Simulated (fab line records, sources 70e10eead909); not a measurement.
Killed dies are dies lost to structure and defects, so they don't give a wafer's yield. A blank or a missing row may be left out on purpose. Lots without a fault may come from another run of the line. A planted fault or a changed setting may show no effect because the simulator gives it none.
Problem report in the 8D (eight disciplines) form, filled by code | flow nand_harc | the parts of the form that need people (team, actions taken, sign-off) are left out

1. THE PROBLEM
run_length_s at NHARC_HYBRID_BOND_ACTIVATE_00 reads a mean of 69.8 s on 1 wafer of 1 lot; wafers without a fault read 81.4 s with a standard deviation of 0.48. That is -24 standard deviations from the usual mean.
The step: chemistry N2, time 60 s.
First seen on wafer L490.4, day 20 17:01, on rie_diel-02. The record holds 38 wafers of 13 lots with a number at this step. Rule for "out", or "out of limits": more than 4 standard deviations from the usual mean. The other wafers with a number count as sound.

2. WHAT IT IS AND WHAT IT IS NOT
question                    | is                | is not
which readings at this step | run_length_s      | drypump_motor_current_A, oes_product_au, rf_vpp_V, showerhead_plenum_p_Torr
which lots                  | L490              | L482, L483, L484, L486, L487, L488, L489, L494, L499, L500, L501, L502
which wafers of those lots  | L490.4            | L490.1
read on which tools         | rie_diel-02       | rie_diel-11, rie_diel-13
when                        | from day 20 17:01 | up to then (22 sound wafers); but 15 sound wafers of L494, L499, L500, L501, L502 came after

3. SUSPECTS, AND WHAT RULES EACH OUT
Counting: a tool at a process step up to the reading stays a suspect if it ran every lot that is out. Sound lots after the first of them don't rule it out here, since some wafers of a struck lot are sound.
- rie_diel-10 at NHARC_A_BONDPAD_STRIP_15 (strips in O2): kept. It ran the lot that is out, L490 (day 20 14:43); its last sound lot up to then is L484 (day 19 01:53).
- rie_diel-10 at NHARC_A_BONDPAD_ETCH_24 (etches the open film in CF4/N2, target depth 30 nm, time 72.99 s): kept. It ran the lot that is out, L490 (day 20 17:01); its last sound lot up to then is L484 (day 19 04:09). NHARC_A_BONDPAD_ETCH_24 gives no start for some lots, so the hours and the order of its lots are those of NHARC_HYBRID_BOND_ACTIVATE_00.
- rie_diel-02 at NHARC_HYBRID_BOND_ACTIVATE_00 (chemistry N2, time 60 s): kept. It ran the lot that is out, L490 (day 20 17:01); its last sound lot up to then is L489 (day 20 00:08). Its own readings are out on those wafers: run_length_s.
- Within rie_diel-10 at NHARC_A_BONDPAD_ETCH_24: the wafers that are out ran in chamber 0; their sound lot-mates ran in chamber 3.
- Within rie_diel-02 at NHARC_HYBRID_BOND_ACTIVATE_00: the wafers that are out ran in chamber 1; their sound lot-mates ran in chamber 2.
Left after counting: rie_diel-10 at NHARC_A_BONDPAD_STRIP_15, rie_diel-10 at NHARC_A_BONDPAD_ETCH_24, rie_diel-02 at NHARC_HYBRID_BOND_ACTIVATE_00.

4. THE CAUSE (what the simulator had put in)
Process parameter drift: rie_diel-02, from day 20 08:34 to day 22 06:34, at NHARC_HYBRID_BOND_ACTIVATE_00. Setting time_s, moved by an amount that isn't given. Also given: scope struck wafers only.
Counting left 3 suspects, and this tool is among them.

5. THE CHAIN OF EFFECTS, in route order
Each row: a reading whose mean over the struck wafers that have a number lies more than 3 standard deviations from the usual. Only readings for which the record gives a usual standard deviation are gone through. hours: the time from each lot's start at the first step in this table that gives one to its start at this step, as a median over the lots. sigmas: the change in usual standard deviations.
hours | step                          | reading      | usual  | on struck wafers | change | sigmas
0     | NHARC_HYBRID_BOND_ACTIVATE_00 | run_length_s | 81.4 s | 69.8             | -11.6  | -24
The process steps in it:
- NHARC_HYBRID_BOND_ACTIVATE_00: chemistry N2, time 60 s.

6. WHAT WOULD HAVE CAUGHT IT SOONER
In this record the first reading out of limits was taken at day 20 17:01, 8 hours after the fault began at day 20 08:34.
